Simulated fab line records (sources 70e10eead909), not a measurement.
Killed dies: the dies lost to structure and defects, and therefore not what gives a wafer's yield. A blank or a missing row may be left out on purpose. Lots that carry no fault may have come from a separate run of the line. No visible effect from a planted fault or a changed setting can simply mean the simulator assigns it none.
Matching of chambers | flow nand harc | 3 sister chambers for NHARC_P_M0_DEP_32 on pecvd-01
The step deposits SiCN, target thk 30 nm. 6 wafers are shown with their chamber, then 8 later ones without.

== WAFERS WITH THEIR CHAMBER ==
wafer  | chamber | heater power w (W)
L081.4 | 1       | 615
L081.6 | 2       | 537
L082.3 | 0       | 557
L082.4 | 1       | 655
L082.6 | 0       | 545
L086.3 | 2       | 560

== WAFERS WITHOUT THEIR CHAMBER ==
wafer  | heater power w (W)
L086.4 | 544
L086.6 | 635
L088.2 | 673
L088.3 | 530
L088.5 | 585
L092.2 | 602
L092.4 | 721
L092.5 | 582

== WHICH CHAMBER EACH WENT THROUGH ==
wafer  | from the rows above          | in truth
L086.4 | can't be placed: 2 or 0      | 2
L086.6 | 1                            | 1
L088.2 | 1                            | 1
L088.3 | can't be placed: 2 or 0      | 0
L088.5 | can't be placed: 0 or 2 or 1 | 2
L092.2 | can't be placed: 1 or 0 or 2 | 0
L092.4 | 1                            | 1
L092.5 | can't be placed: 0 or 2 or 1 | 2
Correctly placed: 3 of 8. Can't be placed from these rows: 5 (the true chamber is among the candidates in 5). Wrongly placed: 0.
How it was worked out, from the rows above alone: a wafer's distance from a chamber is the root of the sum, over the readings, of the square of ((its reading less the chamber's mean) divided by the reading's scatter). The wafer belongs to the nearest chamber; if the next one is less than 2 further off, it can't be placed. Each chamber's mean is taken over the wafers shown for it. The scatter: take each reading less its chamber's mean, square it, sum over the shown wafers, divide by the number of wafers less the number of chambers, and take the root.
